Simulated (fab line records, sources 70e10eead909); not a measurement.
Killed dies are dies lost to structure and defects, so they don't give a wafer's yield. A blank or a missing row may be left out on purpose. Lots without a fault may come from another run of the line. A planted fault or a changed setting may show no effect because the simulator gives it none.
A struck lot beside a sound one | flow nand_harc | 16 steps out of a route of 1302
Sound: wafers L770.1, L770.3, L770.5. Struck: wafers L780.2, L780.5, L780.6. The cause comes at the end.
At each step with rows: each side's tool, then ch and its chambers, then its first start. Under that, the readings that differ: sound wafers | struck wafers | difference of the means | sigmas: that difference in standard deviations of wafers without a fault.
alike: readings whose means differ by less than 2 such deviations, and words and numbers that are the same on both sides. not compared: withheld readings, readings that some wafer has no value for, bounds like >300 that may hide the same value, and numbers for which the record gives no deviation and whose values overlap.
The two part at a step that has a row with sigmas, a row that says differs or no value, or rows on one side only. Numbers that don't overlap but have no deviation are shown without sigmas and don't part them. A reading that every wafer of one side lacks parts them only if that side has two wafers or more.

NHARC_A_CHANNEL_HOLE_D2_ETCH_44: etches the open film in CF4/O2, target depth 140 nm, overetch 14 nm, time 77 s.
  sound on rie_diel-01 ch 0,2, day 15 06:29; struck on rie_diel-02 ch 0,2,3, day 19 15:41
  alike: cf4_flow_sccm, drypump_motor_current_A, o2_flow_sccm, oes_product_au, rf_vpp_V, showerhead_plenum_p_Torr, throttle_valve_pct
  not compared: rf_hours_counter_h
NHARC_A_CHANNEL_HOLE_D2_STRIP_28: strips in O2.
  sound on rie_diel-01 ch 0,2,3; struck on rie_diel-02 ch 0,2,3
  alike: drypump_motor_current_A, o2_flow_sccm, oes_product_au, rf_vpp_V, showerhead_plenum_p_Torr, throttle_valve_pct
  not compared: rf_hours_counter_h
then, 2 steps without rows for these wafers: NHARC_A_CHANNEL_HOLE_D2_PRECLEAN_29 (cleans in SC1); NHARC_A_CHANNEL_HOLE_D2_SRD_30.
NHARC_A_CHANNEL_HOLE_D2_CD_MEAS_31:
  sound on cd_sem-02, day 15 07:17; struck on cd_sem-02, day 19 16:37
  alike: cd_nm
NHARC_A_CHANNEL_HOLE_D2_XSEM_32:
  sound on xsem-02 ch 0, day 15 07:23; struck on xsem-01 ch 0, day 19 16:42
  reading            | sound          | struck         | difference | sigmas
  tilt_deg (degrees) | 0.16 0.16 0.16 | 0.07 0.07 0.07 | -0.09      | -2
  alike: bot_cd_nm, bow_nm
NHARC_A_CHANNEL_HOLE_D2_INSPECT_40:
  sound on defect_inspect-01, day 15 07:29; struck on defect_inspect-01, day 19 16:48
  alike: raw_defect_count
then, 2 steps without rows for these wafers: NHARC_A_CHANNEL_FILL_D2_PRECLEAN_00 (cleans in SC1); NHARC_A_CHANNEL_FILL_D2_SRD_01.
NHARC_A_CHANNEL_FILL_D2_ALD_02: deposits SiO2, target thk 6 nm, pulse time 10 s, ald cycles 60.
  sound on ald_hk-03 ch 2,3, day 15 07:40; struck on ald_hk-01 ch 0,1,3, day 19 17:13
  reading            | sound       | struck      | difference | sigmas
  heater_power_w (W) | 502 497 489 | 371 387 412 | -106       | -2
  alike: ald_cycles, precursor_pulse_height_rel
  not compared: since_wet_clean_h
then, 1 step without rows for these wafers: NHARC_A_CHANNEL_FILL_D2_ALD_03 (deposits SiNx, target thk 6 nm, pulse time 60 s, ald cycles 58).
NHARC_A_CHANNEL_FILL_D2_ALD_14: deposits SiO2, target thk 2.5 nm, pulse time 10 s, ald cycles 25.
  sound on ald_hk-01 ch 0,2,3, day 15 15:04; struck on ald_hk-02 ch 1,2, day 19 23:11
  alike: ald_cycles, heater_power_w, precursor_pulse_height_rel
  not compared: since_wet_clean_h
NHARC_A_CHANNEL_FILL_D2_ALD_15: deposits SiNx, target thk 2 nm, pulse time 60 s, ald cycles 19.
  sound on ald_sin_batch-01 ch 0, day 15 18:10; struck on ald_sin_batch-01 ch 0, day 20 02:16
  reading    | sound    | struck   | difference | sigmas
  ald_cycles | 19 19 19 | 21 21 21 | +2         |
  alike: precursor_pulse_height_rel
NHARC_A_CHANNEL_FILL_D2_ALD_16: deposits SiO2, target thk 1.5 nm, pulse time 10 s, ald cycles 15.
  sound on ald_hk-01 ch 0,2,3, day 15 20:16; struck on ald_hk-01 ch 0,3, day 20 04:22
  alike: heater_power_w, precursor_pulse_height_rel
  not compared: since_wet_clean_h
then, 2 steps without rows for these wafers: NHARC_A_CHANNEL_FILL_D2_ANNEAL_17 (time 1800 s); NHARC_END_SORT_01.

WHERE THEY PART
First at NHARC_A_CHANNEL_HOLE_D2_XSEM_32; last, within this record, at NHARC_A_CHANNEL_FILL_D2_ALD_02. Later steps at which nothing parts them and some readings are alike: NHARC_A_CHANNEL_FILL_D2_ALD_14, NHARC_A_CHANNEL_FILL_D2_ALD_15, NHARC_A_CHANNEL_FILL_D2_ALD_16.

WHY: what the simulator had put in
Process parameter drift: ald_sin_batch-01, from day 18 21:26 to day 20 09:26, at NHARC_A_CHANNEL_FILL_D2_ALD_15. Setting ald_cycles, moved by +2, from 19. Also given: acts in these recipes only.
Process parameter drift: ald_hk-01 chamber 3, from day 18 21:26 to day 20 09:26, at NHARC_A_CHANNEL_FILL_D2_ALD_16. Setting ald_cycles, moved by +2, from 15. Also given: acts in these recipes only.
